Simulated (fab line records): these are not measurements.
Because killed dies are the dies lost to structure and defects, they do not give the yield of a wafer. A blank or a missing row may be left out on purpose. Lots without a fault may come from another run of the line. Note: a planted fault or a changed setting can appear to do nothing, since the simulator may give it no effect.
fab line records	flow n5_finfet
[record] lots = 5	wafers = 15	last_day = 16
route steps=1938 shown DUMMY_GATE@224 BEOL_M4@1111 PASSIVATION@1936
lots that met no fault: from a run of the same line without faults
start_h: hours from the record's opening day to when the first of the lot's shown wafers began	wait_h: hours from the lot's prior step to this one	" the same as in the row above	L1.1+2: a row that stands for several wafers	- no value, or no start was given	* or withheld: withheld	< > ~ a bound
route shown NAME@n: a module of which the file shows steps, and the number in the route of the first	usual: the fault-free wafers' mean and standard deviation	same: alike in all rows	chamber/n: place in a boat	sites: readings site by site	_std_site: standard deviation across them	_edge_site: outer sites' mean less inner sites'	radius_mm: for every site, how far away it sits from the centre of the wafer	mask NAME#n: copy n	behind: the most recent tool/chamber to have shaped the wafer	hold: the reason the lot was held/the length of the hold in hours/how it ended	device: whichever transistor did not switch (one of n, p or np)	end of line: the tests these same wafers got at the end of their route	a step without rows: its recipe alone	killed: dies that structure and defects cost at the first sort, which is not the same as the wafer's yield	map: per-die view of a wafer (x killed, . not killed, _ where there is no die)
set.NAME: the setting that was run; set.NAME@STEP: the one run at that earlier step	model.NAME: the simulator's own value behind a step, which no gauge read
lots at some steps of the route; a table a step, a row a wafer
services: from which hour (start_h, from the record's first day; less than 0 if before it) a tool's chamber was out of use, for how many hours, and why
[[steps]]
[step N5_DUMMY_GATE_COAT_28]
[recipe] resist = underlayer	temp_c = 205	time_s = 60	spin_rpm = 1500	resist_thk_nm = 10
[step N5_DUMMY_GATE_COAT_09]
[recipe] resist = CAR-EUV	spin_rpm = 1500	resist_thk_nm = 30
[step N5_DUMMY_GATE_EBR_11]
[recipe] solvent = PGMEA	ebr_width_mm = 1.5
[step N5_DUMMY_GATE_SOFTBAKE_10]
[recipe] temp_c = 110	time_s = 60	resist = CAR-EUV
[step N5_DUMMY_GATE_EXPOSE_12]
[recipe] mask_id = GATE	na = 0.33	source_shape = annular	sigma_inner = 0.2	sigma_outer = 0.6	polarization = unpolarized	target_cd_nm = 25	dose_mj = 34
[step N5_DUMMY_GATE_PEB_13]
[recipe] peb_temp_c = 100	peb_time_s = 60	resist = CAR-EUV
[step N5_DUMMY_GATE_DEVELOP_14]
[recipe] develop_time_s = 30	developer = TMAH	resist = CAR-EUV	rinse_liquid = surfactant_rinse	dry = air_spin	dev_temp_c = 23
[step N5_DUMMY_GATE_DESCUM_20]
[recipe] chemistry = O2	time_s = 6.2	source_power_w = 50	bias_power_w = 20	pressure_mtorr = 20	rf_frequency_hz = 2.712e+07	temp_c = 40	resist = CAR-EUV	o2_flow_sccm = 225
[step N5_DUMMY_GATE_ETCH_29]
[recipe] chemistry = N2/H2	target = underlayer	target_depth_a = 130	ion_energy_ev = 200	pressure_mtorr = 30	source_w = 840	bias_w = 150	n2_flow_sccm = 200	h2_flow_sccm = 200
[step N5_DUMMY_GATE_ETCH_36]
[recipe] chemistry = CF4	target = SiARC	target_depth_a = 130	pressure_mtorr = 40	source_w = 545	bias_w = 36	Ar_flow_sccm = 100	cf4_flow_sccm = 100	ion_energy_ev = 80
[usual] bias_w = 36.00/0.12	cf4_flow_sccm = 100.06/0.29	drypump_motor_current_A = 5.8/0.62	oes_product_au = 0.75/0.082	rf_vpp_V = 184.1/1.2	showerhead_plenum_p_Torr = 2.14/0.079	throttle_valve_pct = 15.65/0.21
lot.wafer	tool	chamber	start_h	wait_h	bias_w	cf4_flow_sccm	drypump_motor_current_A	oes_product_au	rf_hours_counter_h	rf_vpp_V	showerhead_plenum_p_Torr	throttle_valve_pct	model.CAR-EUV_of_DUMMY_GATE_COAT_09.thk_nm
L281.1	rie_diel-01	3	112.27	0.0	35.94	99.78	6.2	0.81	84	184.4	2.08	15.39	11.2
L281.3	"	2	"	"	36.13	100.13	6.5	0.70	227	182.9	2.11	15.93	11.4
L281.6	"	3	"	"	35.99	99.89	6.2	0.81	-	181.4	2.08	15.37	11.4
L284.3	rie_diel-01	1	127.06	0.0	-	-	-	-	-	-	-	-	19
L284.4	"	0	"	"	-	-	-	-	-	-	-	-	18.6
L284.5	"	1	"	"	-	-	-	-	-	-	-	-	19
L285.2	rie_diel-04	0	130.78	0.0	-	-	-	-	-	-	-	-	18.8
L285.3	"	1	"	"	-	-	-	-	-	-	-	-	19
L285.5	"	0	"	"	-	-	-	-	-	-	-	-	19
L286.1	rie_diel-04	1	136.57	0.0	-	-	-	-	-	-	-	-	19
L286.4	"	0	"	"	-	-	-	-	-	-	-	-	19
L286.6	"	1	"	"	-	-	-	-	-	-	-	-	19
L287.1	rie_diel-04	3	140.91	0.0	36.01	100.23	6.7	0.70	197	182.8	2.04	15.52	11
L287.2	"	0	"	"	35.91	99.99	5.4	0.79	145	184.2	2.23	15.76	11.2
L287.6	"	0	"	"	35.91	99.96	5.4	0.79	-	185.7	2.23	15.73	11
[step N5_DUMMY_GATE_ETCH_37]
[recipe] chemistry = N2/H2	target = SOC	target_depth_a = 600	overetch_a = 300	temp_c = 40	ion_energy_ev = 200	pressure_mtorr = 30	source_w = 840	bias_w = 150	n2_flow_sccm = 200	h2_flow_sccm = 200
[usual] bias_w = 150.0/0.46	chamber_pressure_mTorr = 30.00/0.044	drypump_motor_current_A = 5.8/0.63	oes_product_au = 0.60/0.061	rf_vpp_V = 523.6/2.9	showerhead_plenum_p_Torr = 2.54/0.1	temp_c = 40.02/0.13	throttle_valve_pct = 17.83/0.23
lot.wafer	tool	chamber	start_h	wait_h	bias_w	chamber_pressure_mTorr	drypump_motor_current_A	oes_product_au	rf_hours_counter_h	rf_vpp_V	showerhead_plenum_p_Torr	temp_c	throttle_valve_pct
L281.1	rie_diel-01	3	112.31	0.0	149.9	29.99	6.2	0.63	84	520.7	2.47	39.77	17.58
L281.3	"	2	"	"	149.8	29.95	6.6	0.55	227	523.9	2.51	40.17	18.19
L281.6	"	3	"	"	150.1	30.02	6.2	0.64	-	521.6	2.47	39.79	17.59
L284.3	rie_diel-01	1	127.10	0.0	150.3	29.97	4.7	0.26	244	526.4	2.61	39.88	18.11
L284.4	"	0	"	"	150.9	30.06	5.9	0.37	2	527.4	2.71	40.14	17.40
L284.5	"	1	"	"	149.9	30.03	4.7	0.26	-	525.6	2.61	39.90	18.10
L285.2	rie_diel-04	0	130.82	0.0	148.9	29.98	5.4	0.29	140	526.7	2.66	39.97	17.95
L285.3	"	1	"	"	150.3	29.94	5.4	0.26	244	525.0	2.60	40.00	17.93
L285.5	"	0	"	"	149.0	29.98	5.4	0.29	-	527.5	2.66	39.95	17.97
L286.1	rie_diel-04	1	136.61	0.0	149.9	29.99	5.4	0.26	247	525.4	2.60	39.98	17.95
L286.4	"	0	"	"	149.6	30.02	5.3	0.29	-	526.8	2.66	39.83	17.95
L286.6	"	1	"	"	149.9	29.99	5.4	0.26	-	526.3	2.60	39.99	17.93
L287.1	rie_diel-04	3	140.95	0.0	150.1	29.97	6.7	0.56	197	519.2	2.42	40.17	17.58
L287.2	"	0	"	"	149.8	30.01	5.4	0.62	145	525.6	2.66	40.10	18.01
L287.6	"	0	"	"	150.4	29.98	5.4	0.61	-	528.8	2.66	40.11	18.01
[step N5_DUMMY_GATE_STRIP_38]
[recipe] chemistry = N2/H2	temp_c = 40	n2_flow_sccm = 200	h2_flow_sccm = 200	rf_frequency_hz = 6e+07
[step N5_DUMMY_GATE_STRIP_39]
[recipe] chemistry = N2/H2	temp_c = 40	n2_flow_sccm = 200	h2_flow_sccm = 200	rf_frequency_hz = 6e+07
[step N5_DUMMY_GATE_TRIM_49]
[recipe] chemistry = O2	resist = SOC	time_s = 29	target_cd_nm = 14	source_power_w = 300	bias_power_w = 0	O2_flow_sccm = 100	temp_c = 20
[step N5_DUMMY_GATE_STRIP_40]
[recipe] chemistry = CF4	resist = SiARC	power_w = 300	bias_power_w = 75	pressure_mtorr = 50	cf4_flow_sccm = 150	rf_frequency_hz = 6e+07
[step N5_DUMMY_GATE_CD_MEAS_50]
[recipe] target_cd_nm = 14
[usual] cd_nm = 14.0/0.33
lot.wafer	tool	chamber	start_h	wait_h	cd_nm
L281.1	cd_sem-02	-	112.54	0.0	14.2
L281.3	"	-	"	"	14.1
L281.6	"	-	"	"	14.1
L284.3	cd_sem-01	-	127.50	0.0	-
L284.4	"	-	"	"	-
L284.5	"	-	"	"	-
L285.2	cd_sem-03	-	131.23	0.0	-
L285.3	"	-	"	"	-
L285.5	"	-	"	"	-
L286.1	cd_sem-01	-	136.97	0.0	-
L286.4	"	-	"	"	-
L286.6	"	-	"	"	-
L287.1	cd_sem-01	-	141.18	0.0	13.8
L287.2	"	-	"	"	14.2
L287.6	"	-	"	"	13.7
[step N5_DUMMY_GATE_ETCH_31]
[recipe] chemistry = C4F6/O2	target = SiO2	mask_material = SOC	target_depth_a = 825	time_s = 27.5	ion_energy_ev = 250	pressure_mtorr = 30	source_w = 345	bias_w = 185	Ar_flow_sccm = 300	C4F6_flow_sccm = 10	O2_flow_sccm = 10
[usual] C4F6_flow_sccm = 10.01/0.031	O2_flow_sccm = 10.000/0.03	drypump_motor_current_A = 5.9/0.61	oes_o_777_au = 0.76/0.075	oes_product_au = 0.76/0.082	rf_vpp_V = 666/7.5	showerhead_plenum_p_Torr = 2.85/0.11	throttle_valve_pct = 21.19/0.22
[same] time_s = 27.5
lot.wafer	tool	chamber	start_h	wait_h	C4F6_flow_sccm	O2_flow_sccm	drypump_motor_current_A	oes_o_777_au	oes_product_au	rf_hours_counter_h	rf_vpp_V	showerhead_plenum_p_Torr	throttle_valve_pct
L281.1	rie_diel-01	3	112.59	0.0	9.99	10.054	6.2	0.78	0.81	84	677	2.76	20.93
L281.3	"	1	"	"	10.05	9.997	4.7	0.68	0.69	240	669	2.93	21.51
L281.6	"	3	"	"	9.99	9.979	6.2	0.77	0.81	-	677	2.76	20.95
L284.3	rie_diel-04	3	127.55	0.0	9.98	9.973	6.8	0.70	0.26	190	659	2.71	20.51
L284.4	"	3	"	"	9.98	9.957	6.8	0.71	0.27	-	659	2.71	20.51
L284.5	"	0	"	"	10.03	9.943	5.4	0.78	0.30	-	660	2.97	20.90
L285.2	rie_diel-01	1	131.46	0.2	10.01	10.052	4.7	0.68	0.26	246	669	2.92	21.11
L285.3	"	0	"	"	9.96	9.926	5.9	0.99	0.38	4	656	3.02	20.40
L285.5	"	3	"	"	10.08	9.972	6.2	0.78	0.30	-	679	2.76	20.50
L286.1	rie_diel-04	3	137.04	0.1	10.01	9.967	6.7	0.70	0.26	196	657	2.71	20.53
L286.4	"	1	"	"	9.97	9.996	5.4	0.68	0.25	-	670	2.93	21.06
L286.6	"	0	"	"	10.01	10.022	5.4	0.78	0.29	-	659	2.97	20.91
L287.1	rie_diel-04	0	141.23	0.0	9.99	9.990	5.4	0.78	0.78	145	659	2.97	21.35
L287.2	"	1	"	"	10.02	9.993	5.4	0.68	0.68	249	670	2.93	21.46
L287.6	"	1	"	"	9.98	9.996	5.4	0.68	0.69	-	669	2.93	21.49
[step N5_DUMMY_GATE_STRIP_41]
[recipe] chemistry = O2	power_w = 400	temp_c = 40	pressure_mtorr = 30	rf_frequency_hz = 6e+07	bias_power_w = 0	overash_fraction = 0.3	o2_flow_sccm = 225
[step N5_DUMMY_GATE_HM_OPEN_21]
[recipe] chemistry = CH3F/O2	target = SiNx	target_depth_a = 1200	Ar_flow_sccm = 150	CH3F_flow_sccm = 30	O2_flow_sccm = 23	time_s = 171.4	pressure_mtorr = 30	source_w = 395	bias_w = 73	ion_energy_ev = 120.7
[usual] drypump_motor_current_A = 5.8/0.61	oes_o_777_au = 0.76/0.076	oes_product_au = 0.75/0.081	rf_vpp_V = 299/3.5	showerhead_plenum_p_Torr = 2.02/0.08	throttle_valve_pct = 16.49/0.22
[same] time_s = 171.4
lot.wafer	tool	chamber	start_h	wait_h	drypump_motor_current_A	oes_o_777_au	oes_product_au	rf_hours_counter_h	rf_vpp_V	showerhead_plenum_p_Torr	throttle_valve_pct
L281.1	rie_diel-01	3	112.67	0.0	6.2	0.78	0.81	84	302	1.96	16.24
L281.3	"	1	"	"	4.7	0.69	0.69	240	302	2.08	16.81
L281.6	"	3	"	"	6.2	0.79	0.80	-	305	1.96	16.24
L284.3	rie_diel-04	3	127.63	0.0	6.8	0.71	0.26	190	295	1.92	16.27
L284.4	"	3	"	"	6.7	0.70	0.26	-	296	1.92	16.27
L284.5	"	0	"	"	5.4	0.78	0.29	-	297	2.11	16.53
L285.2	rie_diel-01	1	131.54	0.0	4.7	0.69	0.26	246	302	2.08	16.79
L285.3	"	0	"	"	5.9	0.99	0.37	4	294	2.15	16.07
L285.5	"	3	"	"	6.2	0.79	0.30	-	304	1.95	16.17
L286.1	rie_diel-04	3	137.13	0.0	6.8	0.70	0.27	196	297	1.92	16.27
L286.4	"	1	"	"	5.4	0.69	0.26	-	302	2.08	16.73
L286.6	"	0	"	"	5.4	0.78	0.29	-	297	2.11	16.53
L287.1	rie_diel-04	0	141.31	0.0	5.4	0.78	0.77	145	296	2.11	16.60
L287.2	"	1	"	"	5.4	0.68	0.67	249	300	2.08	16.79
L287.6	"	1	"	"	5.4	0.69	0.68	-	301	2.08	16.78
[step N5_DUMMY_GATE_ETCH_32]
[recipe] chemistry = CF4	target = SiO2	target_depth_a = 35	time_s = 3.9	ion_energy_ev = 350	pressure_mtorr = 10	icp_w = 800	bias_w = 400	cf4_flow_sccm = 80
[step N5_DUMMY_GATE_ETCH_23]
[recipe] chemistry = HBr/Cl2/O2	HBr_flow_sccm = 150	Cl2_flow_sccm = 80	O2_flow_sccm = 12	bias_w = 102	target_depth_a = 410	time_s = 22.3	target = poly-Si	mask_material = SiO2	pressure_mtorr = 10	icp_w = 800
[step N5_DUMMY_GATE_ETCH_44]
[recipe] chemistry = HBr/O2	over_etch_frac = 0.7	target_depth_a = 1275	stop_on = SiO2	ion_energy_ev = 60	bias_w = 20	target = poly-Si	mask_material = SiO2	pressure_mtorr = 20	icp_w = 400	HBr_flow_sccm = 120	O2_flow_sccm = 10
[usual] HBr_flow_sccm = 120.0/0.37	O2_flow_sccm = 10.00/0.034	drypump_motor_current_A = 5.8/0.51	oes_product_au = 0.728/0.011	throttle_valve_pct = 18.58/0.15
lot.wafer	tool	chamber	start_h	wait_h	HBr_flow_sccm	O2_flow_sccm	drypump_motor_current_A	oes_product_au	rf_hours_counter_h	throttle_valve_pct
L281.1	rie_si-02	1	112.93	0.0	120.8	9.98	5.7	0.726	69	18.62
L281.3	"	2	"	"	119.8	9.97	6.7	0.741	0	18.81
L281.6	"	3	"	"	120.5	9.98	6.6	0.698	-	18.42
L284.3	rie_si-06	3	127.88	0.0	119.7	10.06	5.6	0.382	127	18.49
L284.4	"	0	"	"	120.4	10.02	5.6	0.372	33	18.78
L284.5	"	1	"	"	120.5	10.01	5.6	0.372	-	18.44
L285.2	rie_si-05	2	131.80	0.0	120.3	10.05	6.0	0.384	65	18.61
L285.3	"	3	"	"	120.3	9.95	5.2	0.383	71	18.61
L285.5	"	0	"	"	119.7	10.02	6.2	0.380	-	18.66
L286.1	rie_si-06	1	137.38	0.0	120.1	9.99	5.6	0.369	136	18.44
L286.4	"	3	"	"	120.0	9.97	5.6	0.373	128	18.50
L286.6	"	2	"	"	120.5	10.01	5.7	0.380	-	18.51
L287.1	rie_si-02	0	141.56	0.0	120.0	10.00	4.9	0.730	23	18.31
L287.2	"	2	"	"	119.5	10.09	6.7	0.727	1	18.81
L287.6	"	2	"	"	119.6	10.05	6.7	0.739	-	18.82
[step N5_DUMMY_GATE_CD_MEAS_24]
[recipe] target_cd_nm = 15
[usual] cd_nm = 15.0/0.33
lot.wafer	tool	chamber	start_h	wait_h	cd_nm
L281.1	cd_sem-02	-	113.03	0.1	15.6
L281.3	"	-	"	"	14.9
L281.6	"	-	"	"	14.9
L284.3	cd_sem-01	-	128.00	0.1	-
L284.4	"	-	"	"	-
L284.5	"	-	"	"	-
L285.2	cd_sem-03	-	131.91	0.1	-
L285.3	"	-	"	"	-
L285.5	"	-	"	"	-
L286.1	cd_sem-01	-	137.49	0.1	-
L286.4	"	-	"	"	-
L286.6	"	-	"	"	-
L287.1	cd_sem-02	-	141.67	0.1	14.7
L287.2	"	-	"	"	14.8
L287.6	"	-	"	"	14.9
[step N5_BEOL_M4_RC_MEAS_101]
[usual] DIBL_N = 35.9/1.4	DIBL_P = 35.9/1.7	IOFF_N = 0.155/0.023	IOFF_P = 0.201/0.029	ION_N = 672/8.8	ION_P = 460/7	SS_N = 71.6/0.48	SS_P = 73.1/0.64	VT_N = 250.0/3	VT_P = -251.6/3
lot.wafer	tool	chamber	start_h	wait_h	DIBL_N[mV/V]	DIBL_P[mV/V]	IOFF_N[nA/um]	IOFF_P[nA/um]	ION_N[uA/um]	ION_P[uA/um]	SS_N[mV/dec]	SS_P[mV/dec]	VT_N[mV]	VT_P[mV]
L281.1	prober-01	0	243.82	0.0	35.9	35.8	0.146	0.187	671	458	71.1	72.8	252.1	-251.9
L281.3	"	0	"	"	36.0	36.4	0.143	0.201	663	455	71.4	73.1	251.7	-249.7
L281.6	"	0	"	"	36.2	36.6	0.152	0.203	666	455	71.4	72.5	253.6	-251.7
L287.1	prober-01	0	269.18	0.0	39.0	37.0	0.170	0.219	675	459	72.4	73.6	247.8	-255.0
L287.2	"	0	"	"	37.8	35.2	0.148	0.186	671	450	70.7	73.0	252.3	-253.5
L287.6	"	0	"	"	39.6	38.5	0.191	0.237	684	463	72.0	74.2	247.0	-248.9
[step N5_PASSIVATION_PROBE_49]
[usual] defect_limited_yield = 91.7/1.5	killed_at_M0_to_M3 = 30/8.6	killed_at_M4_up = 12/4.5	killed_at_contacts = 13/5.8	killed_at_front_end = 38/11	killed_at_other = 4/3	killed_dies = 97/17	killed_on_rim = 13/3.6	killed_open = 63/12	killed_short = 32/8.8	sort_bin_5_function = 4.8/0.91	sort_bin_6_memory = 3.1/0.68	sort_n_pass = 1083/17	sort_yield_pct = 91.7/1.5
[same] gross_dies = 1180	killed_at_back_side = 0	sort_bin_4_leakage[%] = 0	sort_bin_8_speed[%] = 0
lot.wafer	tool	chamber	start_h	wait_h	defect_limited_yield[%]	killed_at_M0_to_M3	killed_at_M4_up	killed_at_contacts	killed_at_front_end	killed_at_other	killed_dies	killed_on_rim	killed_open	killed_short	sort_bin_5_function[%]	sort_bin_6_memory[%]	sort_n_pass	sort_yield_pct[%]
L285.2	prober-01	-	357.54	0.1	0	47	12	14	1105	2	1180	152	71	26	96.9	2.9	0	0
L285.3	prober-01	-	357.59	0.1	0	39	16	25	1095	5	1180	152	76	36	96.0	3.5	0	0
L285.5	prober-01	-	357.69	0.2	0	47	20	12	1100	1	1180	152	71	30	95.6	4.1	0	0
L284.3	prober-02	-	363.53	0.1	0	25	11	10	1129	5	1180	152	46	26	97.4	2.1	0	0
L284.4	prober-02	-	363.58	0.2	0	33	11	9	1127	0	1180	152	59	19	97.0	3.0	0	0
L284.5	prober-02	-	363.63	0.2	0	39	6	14	1118	3	1180	152	60	23	97.5	2.4	0	0
L286.1	prober-01	-	378.00	0.0	0	51	8	7	1105	9	1180	152	74	31	96.6	3.3	0	0
L286.4	prober-01	-	378.15	0.2	0	35	15	16	1106	8	1180	152	66	23	96.4	3.1	0	0
L286.6	prober-01	-	378.25	0.3	0	33	7	17	1118	5	1180	152	69	28	97.1	2.9	0	0
// killed by level:class
L285.2 DUMMY_GATE:area_etch=1083 BEOL_M0_SAQP:geometric_particle:open=16 MOL_CONTACT_COAG:geometric_particle:open=12 BEOL_M0_SAQP:geometric_particle:short=11 STI_FIN_REVEAL:geometric_particle:open=8 BEOL_M3:geometric_particle:open=7 BEOL_M2:geometric_particle:open=7 FIN_SAQP:geometric_particle:open=5
L285.3 DUMMY_GATE:area_etch=1068 MOL_CONTACT_COAG:geometric_particle:open=18 BEOL_M0_SAQP:geometric_particle:short=10 BEOL_M0_SAQP:geometric_particle:open=9 BEOL_M3:geometric_particle:open=9 STI_FIN_REVEAL:geometric_particle:open=7 MOL_CONTACT_COAG:geometric_particle:short=7 BEOL_M5:geometric_particle:open=7
L285.5 DUMMY_GATE:area_etch=1079 BEOL_M0_SAQP:geometric_particle:short=17 BEOL_M0_SAQP:geometric_particle:open=14 MOL_CONTACT_COAG:geometric_particle:open=11 FIN_SAQP:geometric_particle:open=8 BEOL_M1:geometric_particle:open=7 BEOL_M2:geometric_particle:open=6 BEOL_M5:geometric_particle:open=5
L284.3 DUMMY_GATE:area_etch=1107 MOL_CONTACT_COAG:geometric_particle:open=8 BEOL_M0_SAQP:geometric_particle:short=8 BEOL_M0_SAQP:geometric_particle:open=7 BEOL_M3:geometric_particle:open=7 BEOL_M6:geometric_particle:open=5 FIN_SAQP:geometric_particle:short=4 STARTING-WAFER:geometric_particle:short=4
L284.4 DUMMY_GATE:area_etch=1101 BEOL_M0_SAQP:geometric_particle:open=9 MOL_CONTACT_COAG:geometric_particle:open=8 BEOL_M1:geometric_particle:open=6 STARTING-WAFER:geometric_particle:short=6 BEOL_M0_SAQP:geometric_particle:short=5 BEOL_M3:geometric_particle:open=5 BEOL_M6:geometric_particle:open=5
L284.5 DUMMY_GATE:area_etch=1097 BEOL_M0_SAQP:geometric_particle:open=13 MOL_CONTACT_COAG:geometric_particle:open=12 BEOL_M0_SAQP:geometric_particle:short=9 BEOL_M3:geometric_particle:open=8 STI_FIN_REVEAL:geometric_particle:open=6 FIN_SAQP:geometric_particle:open=4 GATE_CUT:geometric_particle:short=4
L286.1 DUMMY_GATE:area_etch=1075 BEOL_M1:geometric_particle:open=12 STI_FIN_REVEAL:geometric_particle:open=10 BEOL_M0_SAQP:geometric_particle:short=9 BEOL_M0_SAQP:geometric_particle:open=9 DUMMY_GATE:geometric_particle:open=6 BEOL_M0:geometric_particle:open=6 MOL_CONTACT_COAG:geometric_particle:open=5
L286.4 DUMMY_GATE:area_etch=1090 MOL_CONTACT_COAG:geometric_particle:open=15 BEOL_M0_SAQP:geometric_particle:open=12 BEOL_M0_SAQP:geometric_particle:short=8 BEOL_M4:geometric_particle:open=8 FIN_SAQP:geometric_particle:open=4 DUMMY_GATE:geometric_particle:open=4 BEOL_M3:geometric_particle:open=4
L286.6 DUMMY_GATE:area_etch=1083 MOL_CONTACT_COAG:geometric_particle:open=14 BEOL_M1:geometric_particle:open=11 DUMMY_GATE:geometric_particle:open=10 BEOL_M3:geometric_particle:short=7 FIN_SAQP:geometric_particle:short=5 FIN_SAQP:geometric_particle:open=5 BEOL_M3:geometric_particle:open=5
// map L284.3 (x killed, . not)
_________________xxxxxxxxxxxx________________
______________xxxxxxxxxxxxxxxxxx_____________
___________xxxxxxxxxxxxxxxxxxxxxxxx__________
__________xxxxxxxxxxxxxxxxxxxxxxxxxx_________
________xxxxxxxxxxxxxxxxxxxxxxxxxxxxxx_______
_______xxxxxxxxxxxxxxxxxxxxxxxxxxxxxxxx______
______xxxxxxxxxxxxxxxxxxxxxxxxxxxxxxxxxx_____
_____xxxxxxxxxxxxxxxxxxxxxxxxxxxxxxxxxxxx____
____xxxxxxxxxxxxxxxxxxxxxxxxxxxxxxxxxxxxxx___
___xxxxxxxxxxxxxxxxxxxxxxxxxxxxxxxxxxxxxxxx__
___xxxxxxxxxxxxxxxxxxxxxxxxxxxxxxxxxxxxxxxx__
__xxxxxxxxxxxxxxxxxxxxxxxxxxxxxxxxxxxxxxxxxx_
__xxxxxxxxxxxxxxxxxxxxxxxxxxxxxxxxxxxxxxxxxx_
_xxxxxxxxxxxxxxxxxxxxxxxxxxxxxxxxxxxxxxxxxxxx
_xxxxxxxxxxxxxxxxxxxxxxxxxxxxxxxxxxxxxxxxxxxx
_xxxxxxxxxxxxxxxxxxxxxxxxxxxxxxxxxxxxxxxxxxxx
_xxxxxxxxxxxxxxxxxxxxxxxxxxxxxxxxxxxxxxxxxxxx
_xxxxxxxxxxxxxxxxxxxxxxxxxxxxxxxxxxxxxxxxxxxx
_xxxxxxxxxxxxxxxxxxxxxxxxxxxxxxxxxxxxxxxxxxxx
_xxxxxxxxxxxxxxxxxxxxxxxxxxxxxxxxxxxxxxxxxxxx
_xxxxxxxxxxxxxxxxxxxxxxxxxxxxxxxxxxxxxxxxxxxx
__xxxxxxxxxxxxxxxxxxxxxxxxxxxxxxxxxxxxxxxxxx_
__xxxxxxxxxxxxxxxxxxxxxxxxxxxxxxxxxxxxxxxxxx_
___xxxxxxxxxxxxxxxxxxxxxxxxxxxxxxxxxxxxxxxx__
___xxxxxxxxxxxxxxxxxxxxxxxxxxxxxxxxxxxxxxxx__
____xxxxxxxxxxxxxxxxxxxxxxxxxxxxxxxxxxxxxx___
_____xxxxxxxxxxxxxxxxxxxxxxxxxxxxxxxxxxxx____
______xxxxxxxxxxxxxxxxxxxxxxxxxxxxxxxxxx_____
_______xxxxxxxxxxxxxxxxxxxxxxxxxxxxxxxx______
________xxxxxxxxxxxxxxxxxxxxxxxxxxxxxx_______
__________xxxxxxxxxxxxxxxxxxxxxxxxxx_________
___________xxxxxxxxxxxxxxxxxxxxxxxx__________
______________xxxxxxxxxxxxxxxxxx_____________
_________________xxxxxxxxxxxx________________
// map L285.2 (x killed, . not)
_________________xxxxxxxxxxxx________________
______________xxxxxxxxxxxxxxxxxx_____________
___________xxxxxxxxxxxxxxxxxxxxxxxx__________
__________xxxxxxxxxxxxxxxxxxxxxxxxxx_________
________xxxxxxxxxxxxxxxxxxxxxxxxxxxxxx_______
_______xxxxxxxxxxxxxxxxxxxxxxxxxxxxxxxx______
______xxxxxxxxxxxxxxxxxxxxxxxxxxxxxxxxxx_____
_____xxxxxxxxxxxxxxxxxxxxxxxxxxxxxxxxxxxx____
____xxxxxxxxxxxxxxxxxxxxxxxxxxxxxxxxxxxxxx___
___xxxxxxxxxxxxxxxxxxxxxxxxxxxxxxxxxxxxxxxx__
___xxxxxxxxxxxxxxxxxxxxxxxxxxxxxxxxxxxxxxxx__
__xxxxxxxxxxxxxxxxxxxxxxxxxxxxxxxxxxxxxxxxxx_
__xxxxxxxxxxxxxxxxxxxxxxxxxxxxxxxxxxxxxxxxxx_
_xxxxxxxxxxxxxxxxxxxxxxxxxxxxxxxxxxxxxxxxxxxx
_xxxxxxxxxxxxxxxxxxxxxxxxxxxxxxxxxxxxxxxxxxxx
_xxxxxxxxxxxxxxxxxxxxxxxxxxxxxxxxxxxxxxxxxxxx
_xxxxxxxxxxxxxxxxxxxxxxxxxxxxxxxxxxxxxxxxxxxx
_xxxxxxxxxxxxxxxxxxxxxxxxxxxxxxxxxxxxxxxxxxxx
_xxxxxxxxxxxxxxxxxxxxxxxxxxxxxxxxxxxxxxxxxxxx
_xxxxxxxxxxxxxxxxxxxxxxxxxxxxxxxxxxxxxxxxxxxx
_xxxxxxxxxxxxxxxxxxxxxxxxxxxxxxxxxxxxxxxxxxxx
__xxxxxxxxxxxxxxxxxxxxxxxxxxxxxxxxxxxxxxxxxx_
__xxxxxxxxxxxxxxxxxxxxxxxxxxxxxxxxxxxxxxxxxx_
___xxxxxxxxxxxxxxxxxxxxxxxxxxxxxxxxxxxxxxxx__
___xxxxxxxxxxxxxxxxxxxxxxxxxxxxxxxxxxxxxxxx__
____xxxxxxxxxxxxxxxxxxxxxxxxxxxxxxxxxxxxxx___
_____xxxxxxxxxxxxxxxxxxxxxxxxxxxxxxxxxxxx____
______xxxxxxxxxxxxxxxxxxxxxxxxxxxxxxxxxx_____
_______xxxxxxxxxxxxxxxxxxxxxxxxxxxxxxxx______
________xxxxxxxxxxxxxxxxxxxxxxxxxxxxxx_______
__________xxxxxxxxxxxxxxxxxxxxxxxxxx_________
___________xxxxxxxxxxxxxxxxxxxxxxxx__________
______________xxxxxxxxxxxxxxxxxx_____________
_________________xxxxxxxxxxxx________________
[[services]]
tool	chamber	start_h	hours	kind
rie_diel-01	0	93.52	-	clean
rie_diel-01	0	93.52	-	consumable_replace:focus_ring
rie_diel-01	0	93.52	-	consumable_replace:showerhead
rie_diel-01	0	93.52	22.0	scheduled_down
rie_diel-01	0	93.52	22.0	vent_cycle
rie_diel-04	2	124.85	24.6	repair
[[key]]
[first_sign] step = N5_DUMMY_GATE_ETCH_36	reading = tool_record	direction = missing
[effect] step = N5_DUMMY_GATE_ETCH_37	reading = oes_product_au	direction = down	sigmas = 5.2	usual = 0.60	struck = 0.28
[effect] step = N5_DUMMY_GATE_CD_MEAS_50	reading = cd_nm	direction = missing
[effect] step = N5_DUMMY_GATE_ETCH_31	reading = oes_product_au	direction = down	sigmas = 5.7	usual = 0.76	struck = 0.28
[effect] step = N5_DUMMY_GATE_HM_OPEN_21	reading = oes_product_au	direction = down	sigmas = 5.8	usual = 0.75	struck = 0.29
[effect] step = N5_DUMMY_GATE_ETCH_44	reading = oes_product_au	direction = down	sigmas = 31	usual = 0.728	struck = 0.377
[effect] step = N5_DUMMY_GATE_CD_MEAS_24	reading = cd_nm	direction = missing
[effect] step = N5_PASSIVATION_PROBE_49	reading = sort_bin_5_function	direction = up	sigmas = 99+	usual = 4.8	struck = 96.7
[model_effect] step = N5_DUMMY_GATE_ETCH_36	value = CAR-EUV_of_DUMMY_GATE_COAT_09.thk_nm	without = 11.38	struck = 18.93
[more_kills_born_at] N5_DUMMY_GATE_ETCH_36@rie_diel-04 = 6478	N5_DUMMY_GATE_ETCH_36@rie_diel-01 = 3305
met_at N5_DUMMY_GATE_ETCH_36
struck_wafers L284.3,L284.4,L284.5,L285.2,L285.3,L285.5,L286.1,L286.4,L286.6
later_rows_left_out L284.3,L284.4,L284.5,L285.2,L285.3,L285.5,L286.1,L286.4,L286.6
onset_between 112.27 127.06
[fault] kind = skipped_step_whole	tool = rie_diel-01,rie_diel-04	chamber = -	onset_h = 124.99	steps = N5_DUMMY_GATE_ETCH_36	scope = struck_lots_only
// later_rows_left_out: the simulator's readings of these wafers behind a module that went badly wrong aren't trusted and aren't shown, but for the sort
